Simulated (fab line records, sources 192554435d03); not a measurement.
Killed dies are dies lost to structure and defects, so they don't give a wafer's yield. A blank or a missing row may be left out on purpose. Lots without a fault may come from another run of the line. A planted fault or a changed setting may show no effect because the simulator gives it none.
Chamber matching | flow n5_finfet | N5_HKMG_FIN_DESCUM_17 on rie_diel-04: 4 sister chambers
The step chemistry O2, time 7.9 s. 22 wafers are shown with their chamber, then 11 later ones without.

WAFERS WITH THEIR CHAMBER
wafer  | chamber | showerhead_plenum_p_Torr (Torr) | throttle_valve_pct (%) | rf_vpp_V (V)
L074.2 | 0       | 2.18                            | 20.35                  | 244.1
L074.3 | 3       | 2.15                            | 20.72                  | 244.0
L074.5 | 3       | 2.15                            | 20.71                  | 242.8
L077.1 | 2       | 1.98                            | 20.58                  | 241.6
L077.2 | 3       | 2.15                            | 20.76                  | 244.9
L077.5 | 3       | 2.15                            | 20.75                  | 245.3
L080.1 | 1       | 2.06                            | 20.33                  | 242.4
L080.3 | 2       | 1.98                            | 20.58                  | 241.7
L080.4 | 0       | 2.18                            | 20.37                  | 245.7
L082.1 | 2       | 1.98                            | 20.58                  | 241.8
L082.2 | 1       | 2.06                            | 20.35                  | 244.0
L082.5 | 1       | 2.06                            | 20.33                  | 242.1
L083.1 | 0       | 2.17                            | 20.37                  | 243.8
L083.2 | 1       | 2.06                            | 20.35                  | 242.5
L083.5 | 1       | 2.06                            | 20.34                  | 242.1
L084.2 | 0       | 2.17                            | 20.37                  | 243.2
L084.4 | 3       | 2.15                            | 20.42                  | 245.2
L084.6 | 0       | 2.17                            | 20.39                  | 243.8
L089.1 | 3       | 2.14                            | 20.43                  | 243.1
L089.3 | 1       | 2.06                            | 20.35                  | 242.9
L089.5 | 0       | 2.17                            | 20.39                  | 245.3
L092.3 | 3       | 2.14                            | 20.45                  | 243.0

SIGNATURES (means of the wafers above)
reading                  | chamber 0 | chamber 1 | chamber 2 | chamber 3 | scatter within a chamber
showerhead_plenum_p_Torr | 2.1733    | 2.0600    | 1.9800    | 2.1471    | 0.00392
throttle_valve_pct       | 20.3733   | 20.3417   | 20.5800   | 20.6057   | 0.0942
rf_vpp_V                 | 244.317   | 242.667   | 241.700   | 244.043   | 0.897
Rule: a wafer's distance from a chamber is the root of the sum, over the readings, of the square of ((its reading less the chamber's mean) divided by the reading's scatter). The wafer belongs to the nearest chamber; if the next one is less than 2 further off, it can't be placed. The scatter: the root of (the sum of the squares of (reading less its chamber's mean) over the shown wafers, divided by (wafers less chambers)).

WAFERS WITHOUT THEIR CHAMBER
wafer  | showerhead_plenum_p_Torr (Torr) | throttle_valve_pct (%) | rf_vpp_V (V)
L092.4 | 2.17                            | 20.40                  | 243.5
L092.5 | 2.06                            | 20.39                  | 243.5
L093.1 | 2.06                            | 20.37                  | 240.8
L093.3 | 2.14                            | 20.44                  | 243.7
L093.5 | 2.24                            | 20.29                  | 245.2
L096.3 | 2.16                            | 20.43                  | 244.7
L096.5 | 2.16                            | 20.41                  | 245.5
L096.6 | 2.14                            | 20.45                  | 244.7
L097.1 | 2.16                            | 20.41                  | 244.9
L097.3 | 2.05                            | 20.39                  | 244.0
L097.5 | 2.05                            | 20.37                  | 243.2

WHICH CHAMBER EACH WENT THROUGH
wafer  | from the rows above     | in truth
L092.4 | 0                       | 0
L092.5 | 1                       | 1
L093.1 | 1                       | 1
L093.3 | 3                       | 3
L093.5 | 0                       | 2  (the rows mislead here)
L096.3 | can't be placed: 0 or 3 | 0
L096.5 | can't be placed: 0 or 3 | 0
L096.6 | 3                       | 3
L097.1 | can't be placed: 0 or 3 | 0
L097.3 | 1                       | 1
L097.5 | 1                       | 1
Placed correctly: 7 of 11. Can't be placed from these rows: 3 (the true chamber is among the candidates in 3). Placed wrongly: 1.
